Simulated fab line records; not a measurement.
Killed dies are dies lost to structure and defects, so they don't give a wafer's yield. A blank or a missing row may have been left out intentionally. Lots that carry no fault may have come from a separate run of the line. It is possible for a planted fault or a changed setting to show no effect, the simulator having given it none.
Matching of chambers | flow n5_finfet | pecvd-03 running N5_PMOS_HMC_CHANNEL_EPI_HM_DEP_34: 3 sister chambers
The step deposits SiO2 from TEOS/O2, target thk 36 nm, time 6.9 s. 3 wafers are shown with their chamber, then 8 later ones without.

WAFERS PAIRED WITH THEIR CHAMBERS
wafer  | chamber | throttle_valve_pct (%)
L084.4 | 0       | 18.4
L084.6 | 1       | 19.9
L085.1 | 2       | 17.7

WAFERS MISSING THEIR CHAMBER
wafer  | throttle_valve_pct (%)
L085.2 | 20.2
L085.6 | 18.4
L089.2 | 19.6
L089.4 | 18.4
L089.5 | 19.9
L090.1 | 18.5
L090.2 | 20.1
L090.4 | 18.4

WHICH CHAMBER EACH ONE RAN IN
wafer  | from the rows above | in truth
L085.2 | 1                   | 1
L085.6 | 0                   | 0
L089.2 | 1                   | 1
L089.4 | 0                   | 0
L089.5 | 1                   | 1
L090.1 | 0                   | 0
L090.2 | 1                   | 1
L090.4 | 0                   | 0
Correctly placed: 8 of 8. Number that these rows cannot place: 0. Number placed wrongly: 0.
How it was worked out, from the rows above alone: a wafer's distance from a chamber is the root of the sum, over the readings, of the square of ((its reading less the chamber's mean) divided by the reading's scatter). The wafer belongs to the nearest chamber; if the next one is less than 2 further off, it can't be placed. The mean given for a chamber averages the wafers shown for that chamber. The scatter: root of mean squared gap, hidden wafer to nearest shown wafer, with one shown wafer a chamber.
